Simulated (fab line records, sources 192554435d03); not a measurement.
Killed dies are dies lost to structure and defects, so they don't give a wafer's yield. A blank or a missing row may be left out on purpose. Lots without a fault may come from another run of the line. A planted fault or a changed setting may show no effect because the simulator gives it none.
Chamber matching | flow n5_finfet | N5_MOL_CONTACT_COAG_ETCH_67 on rie_diel-02: 3 sister chambers
The step etches SOC in N2/H2, target depth 60 nm, overetch 21 nm, time 101.2 s. 14 wafers are shown with their chamber, then 4 later ones without.

WAFERS WITH THEIR CHAMBER
wafer  | chamber | throttle_valve_pct (%) | drypump_motor_current_A (A) | showerhead_plenum_p_Torr (Torr)
L079.1 | 1       | 17.2                   | 5.5                         | 2.48
L079.3 | 3       | 18.1                   | 6.0                         | 2.53
L079.6 | 3       | 18.1                   | 6.0                         | 2.53
L082.3 | 0       | 17.8                   | 5.1                         | 2.50
L082.4 | 1       | 17.2                   | 5.5                         | 2.48
L082.5 | 0       | 17.8                   | 5.1                         | 2.50
L084.2 | 3       | 18.1                   | 6.0                         | 2.52
L084.3 | 0       | 17.8                   | 5.0                         | 2.50
L084.6 | 0       | 17.8                   | 5.1                         | 2.50
L085.2 | 1       | 17.2                   | 5.5                         | 2.48
L085.5 | 0       | 17.8                   | 5.1                         | 2.50
L085.6 | 3       | 18.2                   | 6.0                         | 2.52
L090.2 | 3       | 18.2                   | 5.9                         | 2.52
L090.3 | 0       | 17.8                   | 5.0                         | 2.50

SIGNATURES (means of the wafers above)
reading                  | chamber 0 | chamber 1 | chamber 3 | scatter within a chamber
throttle_valve_pct       | 17.800    | 17.200    | 18.140    | 0.033
drypump_motor_current_A  | 5.067     | 5.500     | 5.980     | 0.044
showerhead_plenum_p_Torr | 2.5000    | 2.4800    | 2.5240    | 0.0033
Rule: a wafer's distance from a chamber is the root of the sum, over the readings, of the square of ((its reading less the chamber's mean) divided by the reading's scatter). The wafer belongs to the nearest chamber; if the next one is less than 2 further off, it can't be placed. The scatter: the root of (the sum of the squares of (reading less its chamber's mean) over the shown wafers, divided by (wafers less chambers)).

WAFERS WITHOUT THEIR CHAMBER
wafer  | throttle_valve_pct (%) | drypump_motor_current_A (A) | showerhead_plenum_p_Torr (Torr)
L093.3 | 17.8                   | 5.0                         | 2.49
L093.4 | 18.2                   | 5.9                         | 2.52
L093.6 | 17.2                   | 5.5                         | 2.47
L096.2 | 17.2                   | 5.5                         | 2.47

WHICH CHAMBER EACH WENT THROUGH
wafer  | from the rows above | in truth
L093.3 | 0                   | 0
L093.4 | 3                   | 3
L093.6 | 1                   | 1
L096.2 | 1                   | 1
Placed correctly: 4 of 4. Can't be placed from these rows: 0. Placed wrongly: 0.
